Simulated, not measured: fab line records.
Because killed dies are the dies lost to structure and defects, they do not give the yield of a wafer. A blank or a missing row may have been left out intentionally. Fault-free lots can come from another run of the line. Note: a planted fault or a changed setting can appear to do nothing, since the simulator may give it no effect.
Matching of chambers / flow n5 finfet / N5_PMOS_HMC_CHANNEL_EPI_ETCH_38 on rie si-02: 4 sister chambers
The step etches SiO2 in CF4, target depth 1.5 nm. 20 wafers are shown with their chamber, then 10 later ones without.

WAFERS PAIRED WITH THEIR CHAMBERS
wafer=L075.1; chamber=3; throttle valve pct (%)=21.82; drypump motor current A (A)=5.8; oes product au (a.u.)=1.010
wafer=L075.2; chamber=2; throttle valve pct (%)=21.61; drypump motor current A (A)=6.5; oes product au (a.u.)=0.964
wafer=L075.5; chamber=1; throttle valve pct (%)=22.21; drypump motor current A (A)=5.1; oes product au (a.u.)=0.999
wafer=L076.2; chamber=3; throttle valve pct (%)=21.82; drypump motor current A (A)=5.9; oes product au (a.u.)=1.017
wafer=L076.5; chamber=3; throttle valve pct (%)=21.82; drypump motor current A (A)=5.9; oes product au (a.u.)=1.004
wafer=L076.6; chamber=0; throttle valve pct (%)=21.55; drypump motor current A (A)=5.7; oes product au (a.u.)=0.998
wafer=L077.1; chamber=1; throttle valve pct (%)=22.21; drypump motor current A (A)=5.1; oes product au (a.u.)=1.008
wafer=L077.5; chamber=0; throttle valve pct (%)=21.54; drypump motor current A (A)=5.7; oes product au (a.u.)=0.989
wafer=L077.6; chamber=1; throttle valve pct (%)=22.23; drypump motor current A (A)=5.1; oes product au (a.u.)=1.003
wafer=L083.3; chamber=2; throttle valve pct (%)=21.61; drypump motor current A (A)=6.5; oes product au (a.u.)=0.979
wafer=L083.5; chamber=0; throttle valve pct (%)=21.54; drypump motor current A (A)=5.7; oes product au (a.u.)=0.998
wafer=L083.6; chamber=1; throttle valve pct (%)=22.21; drypump motor current A (A)=5.1; oes product au (a.u.)=0.998
wafer=L088.1; chamber=3; throttle valve pct (%)=21.81; drypump motor current A (A)=5.8; oes product au (a.u.)=1.016
wafer=L088.4; chamber=1; throttle valve pct (%)=22.23; drypump motor current A (A)=5.1; oes product au (a.u.)=1.005
wafer=L088.6; chamber=0; throttle valve pct (%)=21.53; drypump motor current A (A)=5.7; oes product au (a.u.)=0.985
wafer=L089.1; chamber=3; throttle valve pct (%)=21.81; drypump motor current A (A)=5.8; oes product au (a.u.)=1.005
wafer=L089.2; chamber=0; throttle valve pct (%)=21.54; drypump motor current A (A)=5.7; oes product au (a.u.)=0.973
wafer=L089.3; chamber=1; throttle valve pct (%)=22.22; drypump motor current A (A)=5.1; oes product au (a.u.)=0.981
wafer=L090.3; chamber=1; throttle valve pct (%)=22.19; drypump motor current A (A)=5.1; oes product au (a.u.)=1.009
wafer=L090.4; chamber=2; throttle valve pct (%)=21.61; drypump motor current A (A)=6.5; oes product au (a.u.)=0.977

SIGNATURES, as means of the wafers listed above
reading=throttle valve pct; chamber 0=21.5400; chamber 1=22.2143; chamber 2=21.6100; chamber 3=21.8160; scatter within a chamber=0.00965
reading=drypump motor current A; chamber 0=5.700; chamber 1=5.100; chamber 2=6.500; chamber 3=5.840; scatter within a chamber=0.0274
reading=oes product au; chamber 0=0.98860; chamber 1=1.00043; chamber 2=0.97333; chamber 3=1.01040; scatter within a chamber=0.00886
Rule: a wafer lies at a distance from a chamber equal to the root of the sum of squares, over the readings, of (its reading less the chamber's mean, divided by the reading's scatter). The wafer belongs to the nearest chamber; if the next one is less than 2 further off, it can't be placed. The scatter: take each reading less its chamber's mean, square it, sum over the shown wafers, divide by the number of wafers less the number of chambers, and take the root.

WAFERS WITHOUT THEIR CHAMBER
wafer=L090.6; throttle valve pct (%)=21.60; drypump motor current A (A)=6.5; oes product au (a.u.)=0.972
wafer=L091.2; throttle valve pct (%)=21.53; drypump motor current A (A)=5.7; oes product au (a.u.)=0.995
wafer=L091.4; throttle valve pct (%)=21.62; drypump motor current A (A)=6.6; oes product au (a.u.)=0.970
wafer=L091.6; throttle valve pct (%)=21.55; drypump motor current A (A)=5.7; oes product au (a.u.)=0.992
wafer=L092.4; throttle valve pct (%)=22.20; drypump motor current A (A)=5.1; oes product au (a.u.)=1.001
wafer=L092.5; throttle valve pct (%)=21.82; drypump motor current A (A)=5.9; oes product au (a.u.)=1.017
wafer=L092.6; throttle valve pct (%)=21.61; drypump motor current A (A)=6.5; oes product au (a.u.)=0.974
wafer=L094.2; throttle valve pct (%)=21.60; drypump motor current A (A)=6.5; oes product au (a.u.)=0.972
wafer=L094.3; throttle valve pct (%)=21.81; drypump motor current A (A)=5.8; oes product au (a.u.)=1.006
wafer=L094.6; throttle valve pct (%)=21.82; drypump motor current A (A)=5.9; oes product au (a.u.)=1.016

CHAMBER TAKEN BY EACH
wafer=L090.6; from the rows above=2; in truth=2
wafer=L091.2; from the rows above=0; in truth=0
wafer=L091.4; from the rows above=2; in truth=2
wafer=L091.6; from the rows above=0; in truth=0
wafer=L092.4; from the rows above=1; in truth=1
wafer=L092.5; from the rows above=3; in truth=3
wafer=L092.6; from the rows above=2; in truth=2
wafer=L094.2; from the rows above=2; in truth=2
wafer=L094.3; from the rows above=3; in truth=3
wafer=L094.6; from the rows above=3; in truth=3
Placed correctly: 10 of 10. Left unplaced by these rows: 0. 0 placed wrongly.
